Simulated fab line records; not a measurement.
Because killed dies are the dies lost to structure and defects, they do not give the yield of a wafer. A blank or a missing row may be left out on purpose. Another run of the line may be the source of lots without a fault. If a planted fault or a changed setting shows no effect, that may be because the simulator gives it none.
fab line records	flow n5-finfet	part 1 of 2: steps 1 to 26 of 31
[record] lots = 5	wafers = 15	last-day = 17
route steps=1938 shown BEOL_M12@1646 BEOL_M13@1659
lots untouched by any fault: they come from a run of this same line in which no faults occurred
start-h: hours from the record's first day to the start of the lot's first wafer shown	wait-h: hours from the lot's prior step to this one	" repeats the value in the row above	L1.1+2: one row covering several wafers at once	- either no value or no given start	* or withheld: withheld	< > ~ a bound
route shown NAME@n: names a module that has steps shown in the file, with the first one's number in the route	usual: the fault-free wafers' mean and standard deviation	same: alike in all rows	chamber/n: place in a boat	sites: each site's reading	_std_site: standard deviation of those values	_edge_site: mean of outer sites minus mean of inner sites	radius-mm: how far each site lies from the wafer's centre	mask NAME#n: copy n	behind: tool/chamber where the wafer was last shaped	hold: why the lot went on hold/how many hours it stayed there/how the hold came to an end	device: names the non-switching transistor (n, p or np)	end of line: the same wafers' tests at the end of the route	a step with no rows: only its recipe	killed: count of dies lost to structure and defects at first sort (not the wafer's yield)	map: per-die view of a wafer (x killed, . not killed, _ where there is no die)
set.NAME: setting as actually run; set.NAME@STEP: the setting as run at that earlier step	model.NAME: the simulator's own value behind a step, which no gauge read
lots seen at some steps along the route; tables by step, rows by wafer
services: when a tool's chamber went out of use (start-h, in hours from the record's first day, below 0 if earlier), for how many hours, and the reason
[[steps]]
[step N5_BEOL_M12_DEGAS_41]
[recipe] ambient = vacuum	temp-c = 250	time-s = 60
[usual] heater-power-w = 327/33
lot.wafer	tool	chamber	start-h	wait-h	heater-power-w
L078.2	pvd-sputter-02	-	277.78	0.4	335
L078.3	"	-	"	"	301
L078.5	"	-	"	"	298
L086.1	pvd-sputter-03	-	315.53	2.9	358
L086.2	"	-	"	"	317
L086.6	"	-	"	"	350
L088.2	pvd-sputter-03	-	343.79	0.3	290
L088.4	"	-	"	"	347
L088.5	"	-	"	"	317
L093.1	pvd-sputter-03	-	365.58	0.0	294
L093.3	"	-	"	"	296
L093.6	"	-	"	"	295
L094.1	pvd-sputter-01	-	371.72	0.3	423
L094.3	"	-	"	"	336
L094.5	"	-	"	"	408
[step N5_BEOL_M12_PRE_CLEAN_42]
[recipe] gas = H2/He	time-s = 30	temp-c = 250
[usual] heater-power-w = 327/33
lot.wafer	tool	chamber	start-h	wait-h	heater-power-w
L078.2	pvd-sputter-02	-	277.82	0.0	329
L078.3	"	-	"	"	298
L078.5	"	-	"	"	309
L086.1	pvd-sputter-03	-	315.57	0.0	349
L086.2	"	-	"	"	318
L086.6	"	-	"	"	352
L088.2	pvd-sputter-03	-	343.83	0.0	292
L088.4	"	-	"	"	360
L088.5	"	-	"	"	320
L093.1	pvd-sputter-03	-	365.62	0.0	300
L093.3	"	-	"	"	291
L093.6	"	-	"	"	298
L094.1	pvd-sputter-01	-	371.76	0.0	409
L094.3	"	-	"	"	345
L094.5	"	-	"	"	412
[step N5_BEOL_M12_SPUTTER_43]
[recipe] material = TaN	target-thk-a = 150	temp-c = 50	bias-v = 168.6	power-w = 15000	chamber-pressure-pa = 0.12	time-s = 24.19
[usual] bias-v = 168.7/1.6	chamber-pressure-pa = 0.11998/0.00024	substrate-temp-c = 50.01/0.11	throttle-valve-pct = 30.1/1
lot.wafer	tool	chamber	start-h	wait-h	bias-v	chamber-pressure-pa	substrate-temp-c	throttle-valve-pct
L078.2	pvd-sputter-02	-	277.86	0.0	164.5	0.11976	49.97	30.0
L078.3	"	-	"	"	169.6	0.12032	50.08	31.5
L078.5	"	-	"	"	168.3	0.12039	49.98	31.8
L086.1	pvd-sputter-03	-	315.62	0.0	169.2	0.12009	49.90	29.8
L086.2	"	-	"	"	166.6	0.11984	49.94	29.3
L086.6	"	-	"	"	170.6	0.1202	49.73	29.6
L088.2	pvd-sputter-03	-	343.87	0.0	171.0	0.11997	50.05	30.7
L088.4	"	-	"	"	168.3	0.11962	49.81	29.8
L088.5	"	-	"	"	167.9	0.12013	49.99	29.1
L093.1	pvd-sputter-03	-	365.66	0.0	170.2	0.12032	49.98	30.5
L093.3	"	-	"	"	171.0	0.11981	50.18	31.7
L093.6	"	-	"	"	171.1	0.12018	50.14	31.7
L094.1	pvd-sputter-01	-	371.80	0.0	169.0	0.11995	50.06	29.6
L094.3	"	-	"	"	168.6	0.12006	50.02	30.9
L094.5	"	-	"	"	169.1	0.11993	49.99	29.6
[step N5_BEOL_M12_SPUTTER_44]
[recipe] material = Ta	target-thk-a = 100	temp-c = 50	bias-v = 80	power-w = 15000	chamber-pressure-pa = 0.07	time-s = 16.13
[usual] bias-v = 80.0/0.8	chamber-pressure-pa = 0.06999/0.00014	substrate-temp-c = 49.99/0.11	throttle-valve-pct = 30.1/1
lot.wafer	tool	chamber	start-h	wait-h	bias-v	chamber-pressure-pa	substrate-temp-c	throttle-valve-pct
L078.2	pvd-sputter-02	-	277.94	0.0	80.0	0.06983	50.00	30.0
L078.3	"	-	"	"	82.4	0.07009	50.02	31.7
L078.5	"	-	"	"	81.2	0.07002	49.97	31.5
L086.1	pvd-sputter-03	-	315.71	0.0	79.3	0.07019	50.14	29.7
L086.2	"	-	"	"	80.6	0.06986	50.11	29.1
L086.6	"	-	"	"	81.1	0.07001	50.01	29.8
L088.2	pvd-sputter-03	-	343.95	0.0	80.3	0.06991	50.08	30.6
L088.4	"	-	"	"	80.6	0.06986	50.05	29.9
L088.5	"	-	"	"	79.7	0.06987	50.02	29.0
L093.1	pvd-sputter-03	-	365.74	0.0	80.2	0.06986	50.11	30.8
L093.3	"	-	"	"	79.4	0.07014	49.95	31.6
L093.6	"	-	"	"	78.9	0.07	49.82	31.6
L094.1	pvd-sputter-01	-	371.88	0.0	81.3	0.07	49.87	29.4
L094.3	"	-	"	"	79.0	0.06975	50.01	31.0
L094.5	"	-	"	"	80.5	0.06999	50.02	29.5
[step N5_BEOL_M12_SPUTTER_45]
[recipe] material = Cu	target-thk-a = 800	temp-c = -20	bias-v = 60	power-w = 26000	chamber-pressure-pa = 0.13	time-s = 13.33
[usual] bias-v = 60.0/0.64	chamber-pressure-pa = 0.12999/0.00026	substrate-temp-c = -20.00/0.099	throttle-valve-pct = 30.1/1
lot.wafer	tool	chamber	start-h	wait-h	bias-v	chamber-pressure-pa	substrate-temp-c	throttle-valve-pct
L078.2	pvd-sputter-02	-	278.02	0.0	60.1	0.12982	-19.95	30.0
L078.3	"	-	"	"	59.1	0.13019	-20.01	31.5
L078.5	"	-	"	"	59.2	0.13032	-20.09	31.6
L086.1	pvd-sputter-03	-	315.80	0.0	59.5	0.1299	-19.91	29.7
L086.2	"	-	"	"	59.6	0.12998	-19.95	29.0
L086.6	"	-	"	"	59.6	0.13037	-19.91	29.7
L088.2	pvd-sputter-03	-	344.03	0.0	60.2	0.13042	-20.06	30.8
L088.4	"	-	"	"	60.1	0.12954	-19.87	29.6
L088.5	"	-	"	"	59.9	0.12982	-20.06	29.1
L093.1	pvd-sputter-03	-	365.82	0.0	60.0	0.12995	-19.93	30.6
L093.3	"	-	"	"	59.3	0.12956	-19.90	31.7
L093.6	"	-	"	"	59.7	0.13017	-19.89	32.2
L094.1	pvd-sputter-01	-	371.96	0.0	60.5	0.12955	-19.91	29.8
L094.3	"	-	"	"	60.3	0.13027	-19.98	30.7
L094.5	"	-	"	"	60.0	0.12984	-19.79	29.3
[step N5_BEOL_M12_ECD_47]
[recipe] material = Cu	target-thk-a = 7200
lot.wafer	tool	chamber	start-h	wait-h
L078.2+3+5	ecd-cu-01	1,0,0	278.14	0.1
L086.1+2+6	ecd-cu-02	1,0,1	315.92	0.1
L088.2+4+5	ecd-cu-01	1	344.14	0.1
L093.1+3+6	ecd-cu-01	0	365.94	0.1
L094.1+3+5	ecd-cu-01	1	372.08	0.1
[step N5_BEOL_M12_ANNEAL_48]
[recipe] temp-c = 225	time-s = 90	ambient = N2
[usual] wafer_temp_C_max = 226.1/0.3
lot.wafer	tool	chamber	start-h	wait-h	wafer_temp_C_max
L078.2	rtp-anneal-02	0	278.98	0.8	226.1
L078.3	"	0	"	"	225.8
L078.5	"	0	"	"	226.1
L086.1	rtp-anneal-02	0	316.07	0.1	225.9
L086.2	"	0	"	"	226.2
L086.6	"	0	"	"	226.1
L088.2	rtp-anneal-02	0	344.33	0.1	225.8
L088.4	"	0	"	"	225.4
L088.5	"	0	"	"	225.6
L093.1	rtp-anneal-02	0	366.08	0.1	225.6
L093.3	"	0	"	"	225.7
L093.6	"	0	"	"	225.4
L094.1	rtp-anneal-01	0	372.22	0.1	226.2
L094.3	"	0	"	"	226.9
L094.5	"	0	"	"	226.1
[step N5_BEOL_M12_CMP_49]
[recipe] stop-on = SiOC	t-overpolish-s = 20.6	down-force-psi = 1	platen-rpm = 50	clearing-platen-down-force-psi = 1.5	clearing-platen-rpm = 50	post-cmp-clean = cu-alkaline	target-thk-nm = 320	clearing-platen-pad-velocity-m-s = 0.99484	pad-velocity-m-s = 0.99484
[usual] barrier-field-endpoint-s = 30.3/0.76	motor-current-A = 6.5/0.8	overpolish-run-s = 20.599/0.0089
lot.wafer	tool	chamber	start-h	wait-h	barrier-field-endpoint-s	motor-current-A	overpolish-run-s
L078.3	cmp-04	3	279.23	0.2	30.6	7.8	20.590
L078.2	"	2	"	"	30.8	5.5	20.593
L078.5	"	0	"	"	29.8	5.6	20.596
L086.1	cmp-03	3	316.36	0.3	30.4	6.9	20.588
L086.2	"	1	"	"	29.7	6.4	20.610
L086.6	"	0	"	"	30.1	5.6	20.600
L088.4	cmp-04	0	344.62	0.2	30.3	5.4	20.600
L088.2	"	1	"	"	31.3	6.0	20.608
L088.5	"	3	"	"	31.0	7.9	20.602
L093.1	cmp-04	2	366.38	0.3	30.0	5.5	20.594
L093.3	"	1	"	"	30.3	6.3	20.602
L093.6	"	2	"	"	29.7	5.4	20.591
L094.3	cmp-04	0	372.56	0.2	28.4	5.8	20.600
L094.1	"	1	"	"	29.6	5.7	20.596
L094.5	"	3	"	"	29.5	7.9	20.608
[step N5_BEOL_M12_THK_MEAS_50]
[recipe] thk-meas-gauge = xrf	reads = Cu_of_BEOL_M12_ECD_47
[usual] M12_THK = 324/5.9
lot.wafer	tool	chamber	start-h	wait-h	M12_THK[nm]
L078.2	film-metro-02	-	279.52	-	326
L078.3	"	-	"	"	317
L078.5	"	-	"	"	325
L086.1	film-metro-01	-	316.66	-	321
L086.2	"	-	"	"	324
L086.6	"	-	"	"	327
L088.2	film-metro-02	-	344.88	-	331
L088.4	"	-	"	"	331
L088.5	"	-	"	"	331
L093.1	film-metro-02	-	366.68	-	323
L093.3	"	-	"	"	323
L093.6	"	-	"	"	315
L094.1	film-metro-02	-	372.81	-	324
L094.3	"	-	"	"	323
L094.5	"	-	"	"	323
[step N5_BEOL_M12_PRE_CLEAN_52]
[recipe] gas = NH3	time-s = 15	temp-c = withheld	rf-power-w = 300
lot.wafer	tool	chamber	start-h	wait-h
L078.2+3+5	pecvd-01	0,1,1	279.56	0.0
L086.1+2+6	pecvd-02	0,2,0	316.70	0.0
L088.2+4+5	pecvd-03	2,0,1	344.92	0.0
L093.1+3+6	pecvd-03	1,0,2	366.71	0.0
L094.1+3+5	pecvd-01	0,1,0	372.85	0.0
[step N5_BEOL_M12_DEP_53]
[recipe] material = SiCN	target-thk-a = 300	temp-c = withheld	precursor = 3MS/NH3	pressure-torr = 3	rf-w = 675	time-s = 10.5
[usual] chamber-pressure-Torr = 3.000/0.006	showerhead-plenum-p-Torr = 4.167/0.025	throttle-valve-pct = 17.8/1
lot.wafer	tool	chamber	start-h	wait-h	chamber-pressure-Torr	showerhead-plenum-p-Torr	throttle-valve-pct
L078.2	pecvd-01	0	279.58	0.0	3.003	4.179	20.0
L078.3	"	1	"	"	2.999	4.190	19.8
L078.5	"	1	"	"	3.002	4.184	19.8
L086.1	pecvd-02	0	316.73	0.0	3.007	4.153	17.0
L086.2	"	2	"	"	3.007	4.178	18.0
L086.6	"	0	"	"	3.008	4.158	17.3
L088.2	pecvd-03	2	344.94	0.0	2.996	4.142	16.9
L088.4	"	0	"	"	2.998	4.169	17.4
L088.5	"	1	"	"	2.997	4.232	18.8
L093.1	pecvd-03	1	366.74	0.0	2.997	4.223	18.8
L093.3	"	0	"	"	2.996	4.159	17.8
L093.6	"	2	"	"	3.012	4.152	17.0
L094.1	pecvd-01	0	372.88	0.0	2.983	4.191	20.1
L094.3	"	1	"	"	3.004	4.192	19.5
L094.5	"	0	"	"	2.998	4.192	20.3
[step N5_BEOL_M12_RS_MEAS_54]
[recipe] thk-meas-gauge = four-point-probe	reads = Cu_of_BEOL_M12_ECD_47+Ta_of_BEOL_M12_SPUTTER_44+TaN_of_BEOL_M12_SPUTTER_43
[usual] M12_RS = 0.0602/0.0011
lot.wafer	tool	chamber	start-h	wait-h	M12_RS[ohm/sq]
L078.2	film-metro-01	-	279.65	0.0	0.0604
L078.3	"	-	"	"	0.0619
L078.5	"	-	"	"	0.0605
L086.1	film-metro-01	-	316.81	0.1	0.0603
L086.2	"	-	"	"	0.0601
L086.6	"	-	"	"	0.0595
L088.2	film-metro-01	-	345.01	0.0	0.0591
L088.4	"	-	"	"	0.0591
L088.5	"	-	"	"	0.0591
L093.1	film-metro-02	-	366.80	0.0	0.0605
L093.3	"	-	"	"	0.0599
L093.6	"	-	"	"	0.0612
L094.1	film-metro-01	-	372.94	0.0	0.0607
L094.3	"	-	"	"	0.0608
L094.5	"	-	"	"	0.0607
[step N5_BEOL_M12_INSPECT_55]
[recipe] inspect-instrument = darkfield	mode = post-dep
[usual] raw-defect-count = 62/21
lot.wafer	tool	chamber	start-h	wait-h	raw-defect-count
L078.2	defect-inspect-02	-	279.67	0.0	72
L078.3	"	-	"	"	46
L078.5	"	-	"	"	50
L086.1	defect-inspect-01	-	316.84	0.0	105
L086.2	"	-	"	"	74
L086.6	"	-	"	"	84
L088.2	defect-inspect-02	-	345.03	0.0	23
L088.4	"	-	"	"	48
L088.5	"	-	"	"	61
L093.1	defect-inspect-02	-	366.83	0.0	42
L093.3	"	-	"	"	69
L093.6	"	-	"	"	24
L094.1	defect-inspect-01	-	372.96	0.0	52
L094.3	"	-	"	"	34
L094.5	"	-	"	"	39
[step N5_BEOL_M13_ILD_DEP_00]
[recipe] material = SiOC	target-thk-a = 8379.2	temp-c = 350	precursor = DEMS/O2	pressure-torr = 5	rf-w = 500	time-s = 166.4
[usual] chamber-pressure-Torr = 4.999/0.011	heater-power-w = 490/61	showerhead-plenum-p-Torr = 5.698/0.016	throttle-valve-pct = 12.1/0.77
lot.wafer	tool	chamber	start-h	wait-h	chamber-pressure-Torr	heater-power-w	showerhead-plenum-p-Torr	throttle-valve-pct
L078.2	pecvd-04	2	279.71	0.0	4.978	554	5.691	12.1
L078.3	"	0	"	"	5.002	492	5.713	12.3
L078.5	"	0	"	"	4.997	412	5.704	12.4
L086.1	pecvd-04	1	316.87	0.0	4.998	471	5.692	12.4
L086.2	"	0	"	"	4.981	495	5.711	12.4
L086.6	"	2	"	"	4.998	539	5.696	12.3
L088.2	pecvd-01	0	345.07	0.0	5.003	511	5.719	13.4
L088.4	"	0	"	"	4.992	519	5.713	13.1
L088.5	"	1	"	"	4.998	406	5.712	13.0
L093.1	pecvd-02	1	366.86	0.0	4.991	555	5.677	11.3
L093.3	"	0	"	"	4.989	535	5.699	11.5
L093.6	"	0	"	"	4.978	587	5.669	11.6
L094.1	pecvd-01	2	373.00	0.0	4.997	453	5.704	10.7
L094.3	"	0	"	"	4.999	496	5.725	13.3
L094.5	"	1	"	"	5.003	343	5.718	13.1
[step N5_BEOL_M13_THK_MEAS_01]
[recipe] reads = SiOC_of_BEOL_M13_ILD_DEP_00
[usual] M13_ILD_THK = 841/9.8
lot.wafer	tool	chamber	start-h	wait-h	M13_ILD_THK[nm]
L078.2	film-metro-02	-	279.86	0.1	847
L078.3	"	-	"	"	842
L078.5	"	-	"	"	850
L086.1	film-metro-01	-	317.03	0.1	832
L086.2	"	-	"	"	819
L086.6	"	-	"	"	850
L088.2	film-metro-01	-	345.22	0.1	830
L088.4	"	-	"	"	852
L088.5	"	-	"	"	845
L093.1	film-metro-01	-	367.07	0.2	812
L093.3	"	-	"	"	848
L093.6	"	-	"	"	853
L094.1	film-metro-01	-	373.15	0.1	848
L094.3	"	-	"	"	838
L094.5	"	-	"	"	856
[step N5_BEOL_M13_COAT_58]
[recipe] resist = BARC	temp-c = 205	time-s = 60	spin-rpm = 1500	resist-thk-nm = 89
lot.wafer	tool	chamber	start-h	wait-h
L078.2+3+5	litho-track-02	0	279.89	0.0
L086.1+2+6	litho-track-03	0	317.06	0.0
L088.2+4+5	litho-track-03	0	345.25	0.0
L093.1+3+6	litho-track-01	0	367.11	0.0
L094.1+3+5	litho-track-01	0	373.18	0.0
[step N5_BEOL_M13_COAT_04]
[recipe] spin-rpm = 1625	resist-thk-nm = 400
lot.wafer	tool	chamber	start-h	wait-h
L078.2+3+5	litho-track-02	0	-	-
L086.1+2+6	litho-track-03	0	-	-
L088.2+4+5	litho-track-03	0	-	-
L093.1+3+6	litho-track-01	0	-	-
L094.1+3+5	litho-track-01	0	-	-
[step N5_BEOL_M13_EBR_06]
[recipe] solvent = PGMEA	ebr-width-mm = 1.5
lot.wafer	tool	chamber	start-h	wait-h
L078.2+3+5	litho-track-02	0	-	-
L086.1+2+6	litho-track-03	0	-	-
L088.2+4+5	litho-track-03	0	-	-
L093.1+3+6	litho-track-01	0	-	-
L094.1+3+5	litho-track-01	0	-	-
[step N5_BEOL_M13_SOFTBAKE_05]
[recipe] temp-c = 130	time-s = 60
lot.wafer	tool	chamber	start-h	wait-h
L078.2+3+5	litho-track-02	0	-	-
L086.1+2+6	litho-track-03	0	-	-
L088.2+4+5	litho-track-03	0	-	-
L093.1+3+6	litho-track-01	0	-	-
L094.1+3+5	litho-track-01	0	-	-
[step N5_BEOL_M13_EXPOSE_07]
[recipe] mask-id = V12	na = 0.93	source-shape = conventional	sigma-outer = 0.6	polarization = unpolarized	attpsm-phase-deg = 180	dose-mj = 24.8
[usual] focus-offset-nm = -0.1/0.5
lot.wafer	tool	chamber	start-h	wait-h	mask	focus-offset-nm
L078.2	krf-scanner-02	0	280.00	-	V12#0	-1.2
L078.3	"	0	"	"	V12#0	-0.1
L078.5	"	0	"	"	V12#0	-0.9
L086.1	krf-scanner-02	0	317.28	-	V12#0	-0.2
L086.2	"	0	"	"	V12#0	-0.9
L086.6	"	0	"	"	V12#0	-0.5
L088.2	krf-scanner-02	0	345.36	-	V12#0	0.0
L088.4	"	0	"	"	V12#0	-0.1
L088.5	"	0	"	"	V12#0	0.4
L093.1	krf-scanner-02	0	367.21	-	V12#0	0.5
L093.3	"	0	"	"	V12#0	0.2
L093.6	"	0	"	"	V12#0	-0.3
L094.1	krf-scanner-02	0	373.28	-	V12#0	0.3
L094.3	"	0	"	"	V12#0	0.9
L094.5	"	0	"	"	V12#0	0.0
[step N5_BEOL_M13_PEB_08]
[recipe] peb-temp-c = 130	peb-time-s = 90
lot.wafer	tool	chamber	start-h	wait-h
L078.2+3+5	litho-track-01	0	280.05	0.0
L086.1+2+6	litho-track-02	0	317.34	0.1
L088.2+4+5	litho-track-02	0	345.41	0.0
L093.1+3+6	litho-track-02	0	367.26	0.1
L094.1+3+5	litho-track-02	0	373.34	0.1
[step N5_BEOL_M13_DEVELOP_09]
[recipe] develop-time-s = 45	rinse-liquid = diw	dry = air-spin	dev-temp-c = 21
[same] develop-time-s = 45
lot.wafer	tool	chamber	start-h	wait-h
L078.2+3+5	litho-track-01	0	-	-
L086.1+2+6	litho-track-02	0	-	-
L088.2+4+5	litho-track-02	0	-	-
L093.1+3+6	litho-track-02	0	-	-
L094.1+3+5	litho-track-02	0	-	-
[step N5_BEOL_M13_HARDBAKE_14]
[recipe] temp-c = 130	time-s = 120
lot.wafer	tool	chamber	start-h	wait-h
L078.2+3+5	litho-track-01	0	-	-
L086.1+2+6	litho-track-02	0	-	-
L088.2+4+5	litho-track-02	0	-	-
L093.1+3+6	litho-track-02	0	-	-
L094.1+3+5	litho-track-02	0	-	-
[step N5_BEOL_M13_CD_MEAS_10]
[recipe] target-cd-nm = 190	landing-energy-ev = 500	detector = se-inlens	polarity = opening
[usual] cd-nm = 190.3/1.4
lot.wafer	tool	chamber	start-h	wait-h	cd-nm
L078.2	cd-sem-02	0	280.16	-	191.9
L078.3	"	0	"	"	192.7
L078.5	"	0	"	"	191.5
L086.1	cd-sem-03	0	317.45	-	189.9
L086.2	"	0	"	"	190.5
L086.6	"	0	"	"	190.2
L088.2	cd-sem-03	0	345.53	-	188.2
L088.4	"	0	"	"	190.3
L088.5	"	0	"	"	190.8
L093.1	cd-sem-01	0	367.38	-	190.2
L093.3	"	0	"	"	190.5
L093.6	"	0	"	"	191.5
L094.1	cd-sem-02	0	373.46	-	187.9
L094.3	"	0	"	"	188.5
L094.5	"	0	"	"	189.0
[step N5_BEOL_M13_OVL_MEAS_11]
[recipe] points-per-wafer = 44
[usual] V12_OVL = 4/4.6
lot.wafer	tool	chamber	start-h	wait-h	V12_OVL[nm]
L078.2	overlay-01	0	280.20	0.0	3
L078.3	"	0	"	"	0
L078.5	"	0	"	"	0
L086.1	overlay-01	0	317.48	0.0	2
L086.2	"	0	"	"	12
L086.6	"	0	"	"	10
L088.2	overlay-01	0	345.56	0.0	4
L088.4	"	0	"	"	6
L088.5	"	0	"	"	12
L093.1	overlay-01	0	367.41	0.0	2
L093.3	"	0	"	"	-2
L093.6	"	0	"	"	-2
L094.1	overlay-02	0	373.49	0.0	3
L094.3	"	0	"	"	8
L094.5	"	0	"	"	11
[step N5_BEOL_M13_INSPECT_12]
[recipe] mode = adi	inspect-instrument = macro
[usual] raw-defect-count = 2.0/1.3
lot.wafer	tool	chamber	start-h	wait-h	raw-defect-count
L078.2	defect-inspect-01	-	280.22	0.0	3
L078.3	"	-	"	"	1
L078.5	"	-	"	"	4
L086.1	defect-inspect-02	-	317.51	0.0	1
L086.2	"	-	"	"	5
L086.6	"	-	"	"	3
L088.2	defect-inspect-01	-	345.58	0.0	3
L088.4	"	-	"	"	1
L088.5	"	-	"	"	3
L093.1	defect-inspect-01	-	367.43	0.0	2
L093.3	"	-	"	"	3
L093.6	"	-	"	"	1
L094.1	defect-inspect-01	-	373.51	0.0	1
L094.3	"	-	"	"	2
L094.5	"	-	"	"	1
